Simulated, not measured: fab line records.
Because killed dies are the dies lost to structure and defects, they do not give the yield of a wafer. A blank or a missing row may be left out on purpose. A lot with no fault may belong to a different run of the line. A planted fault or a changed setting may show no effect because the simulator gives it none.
Chamber matching / flow n5 finfet / 4 sister chambers for N5_BEOL_M2_ETCH_74 on rie diel-05
The step etches underlayer in N2/H2, target depth 6.5 nm, time 5.2 s. 22 wafers are shown with their chamber, then 11 later ones without.

## WAFERS WITH THEIR CHAMBER
wafer=L075.1; chamber=3; throttle valve pct (%)=18.0; showerhead plenum p Torr (Torr)=2.53; drypump motor current A (A)=5.6
wafer=L075.3; chamber=2; throttle valve pct (%)=18.1; showerhead plenum p Torr (Torr)=2.64; drypump motor current A (A)=6.2
wafer=L075.6; chamber=3; throttle valve pct (%)=18.0; showerhead plenum p Torr (Torr)=2.53; drypump motor current A (A)=5.6
wafer=L081.2; chamber=2; throttle valve pct (%)=18.2; showerhead plenum p Torr (Torr)=2.63; drypump motor current A (A)=6.3
wafer=L081.3; chamber=3; throttle valve pct (%)=18.0; showerhead plenum p Torr (Torr)=2.53; drypump motor current A (A)=5.6
wafer=L081.4; chamber=1; throttle valve pct (%)=18.2; showerhead plenum p Torr (Torr)=2.51; drypump motor current A (A)=5.5
wafer=L082.1; chamber=0; throttle valve pct (%)=17.4; showerhead plenum p Torr (Torr)=2.68; drypump motor current A (A)=5.5
wafer=L082.2; chamber=3; throttle valve pct (%)=18.0; showerhead plenum p Torr (Torr)=2.53; drypump motor current A (A)=5.6
wafer=L082.4; chamber=2; throttle valve pct (%)=18.1; showerhead plenum p Torr (Torr)=2.63; drypump motor current A (A)=6.2
wafer=L084.1; chamber=3; throttle valve pct (%)=18.0; showerhead plenum p Torr (Torr)=2.52; drypump motor current A (A)=5.6
wafer=L084.5; chamber=2; throttle valve pct (%)=18.2; showerhead plenum p Torr (Torr)=2.63; drypump motor current A (A)=6.2
wafer=L084.6; chamber=3; throttle valve pct (%)=18.0; showerhead plenum p Torr (Torr)=2.52; drypump motor current A (A)=5.6
wafer=L087.2; chamber=3; throttle valve pct (%)=18.0; showerhead plenum p Torr (Torr)=2.52; drypump motor current A (A)=5.6
wafer=L087.5; chamber=1; throttle valve pct (%)=18.2; showerhead plenum p Torr (Torr)=2.51; drypump motor current A (A)=5.5
wafer=L087.6; chamber=2; throttle valve pct (%)=18.2; showerhead plenum p Torr (Torr)=2.63; drypump motor current A (A)=6.2
wafer=L088.1; chamber=0; throttle valve pct (%)=17.4; showerhead plenum p Torr (Torr)=2.67; drypump motor current A (A)=5.6
wafer=L088.2; chamber=1; throttle valve pct (%)=18.2; showerhead plenum p Torr (Torr)=2.51; drypump motor current A (A)=5.5
wafer=L088.6; chamber=2; throttle valve pct (%)=18.2; showerhead plenum p Torr (Torr)=2.63; drypump motor current A (A)=6.1
wafer=L086.1; chamber=3; throttle valve pct (%)=18.0; showerhead plenum p Torr (Torr)=2.52; drypump motor current A (A)=5.6
wafer=L086.3; chamber=0; throttle valve pct (%)=17.4; showerhead plenum p Torr (Torr)=2.67; drypump motor current A (A)=5.5
wafer=L086.4; chamber=1; throttle valve pct (%)=18.2; showerhead plenum p Torr (Torr)=2.51; drypump motor current A (A)=5.5
wafer=L089.1; chamber=3; throttle valve pct (%)=18.0; showerhead plenum p Torr (Torr)=2.52; drypump motor current A (A)=5.6

SIGNATURES, as means of the wafers listed above
reading=throttle valve pct; chamber 0=17.400; chamber 1=18.200; chamber 2=18.167; chamber 3=18.000; scatter within a chamber=0.0272
reading=showerhead plenum p Torr; chamber 0=2.6733; chamber 1=2.5100; chamber 2=2.6317; chamber 3=2.5244; scatter within a chamber=0.00455
reading=drypump motor current A; chamber 0=5.533; chamber 1=5.500; chamber 2=6.200; chamber 3=5.600; scatter within a chamber=0.0385
Rule: distance of a wafer from a chamber = root of the sum over the readings of ((wafer's reading minus chamber's mean) / reading's scatter) squared. The wafer belongs to the nearest chamber; if the next one is less than 2 further off, it can't be placed. The scatter: take each reading less its chamber's mean, square it, sum over the shown wafers, divide by the number of wafers less the number of chambers, and take the root.

## WAFERS WITHOUT THEIR CHAMBER
wafer=L089.3; throttle valve pct (%)=17.4; showerhead plenum p Torr (Torr)=2.67; drypump motor current A (A)=5.5
wafer=L089.5; throttle valve pct (%)=18.0; showerhead plenum p Torr (Torr)=2.52; drypump motor current A (A)=5.6
wafer=L090.3; throttle valve pct (%)=18.2; showerhead plenum p Torr (Torr)=2.51; drypump motor current A (A)=5.5
wafer=L090.4; throttle valve pct (%)=17.4; showerhead plenum p Torr (Torr)=2.67; drypump motor current A (A)=5.5
wafer=L090.6; throttle valve pct (%)=18.2; showerhead plenum p Torr (Torr)=2.62; drypump motor current A (A)=6.2
wafer=L091.1; throttle valve pct (%)=17.4; showerhead plenum p Torr (Torr)=2.67; drypump motor current A (A)=5.5
wafer=L091.3; throttle valve pct (%)=18.0; showerhead plenum p Torr (Torr)=2.52; drypump motor current A (A)=5.6
wafer=L091.5; throttle valve pct (%)=18.2; showerhead plenum p Torr (Torr)=2.51; drypump motor current A (A)=5.5
wafer=L097.2; throttle valve pct (%)=18.0; showerhead plenum p Torr (Torr)=2.51; drypump motor current A (A)=5.6
wafer=L097.3; throttle valve pct (%)=17.4; showerhead plenum p Torr (Torr)=2.66; drypump motor current A (A)=5.5
wafer=L097.6; throttle valve pct (%)=18.2; showerhead plenum p Torr (Torr)=2.50; drypump motor current A (A)=5.5

## THE CHAMBER EACH PASSED THROUGH
wafer=L089.3; from the rows above=0; in truth=0
wafer=L089.5; from the rows above=3; in truth=3
wafer=L090.3; from the rows above=1; in truth=1
wafer=L090.4; from the rows above=0; in truth=0
wafer=L090.6; from the rows above=2; in truth=2
wafer=L091.1; from the rows above=0; in truth=0
wafer=L091.3; from the rows above=3; in truth=3
wafer=L091.5; from the rows above=1; in truth=1
wafer=L097.2; from the rows above=3; in truth=3
wafer=L097.3; from the rows above=0; in truth=0
wafer=L097.6; from the rows above=1; in truth=1
Correctly placed: 11 of 11. Not placeable from these rows: 0. Number placed wrongly: 0.
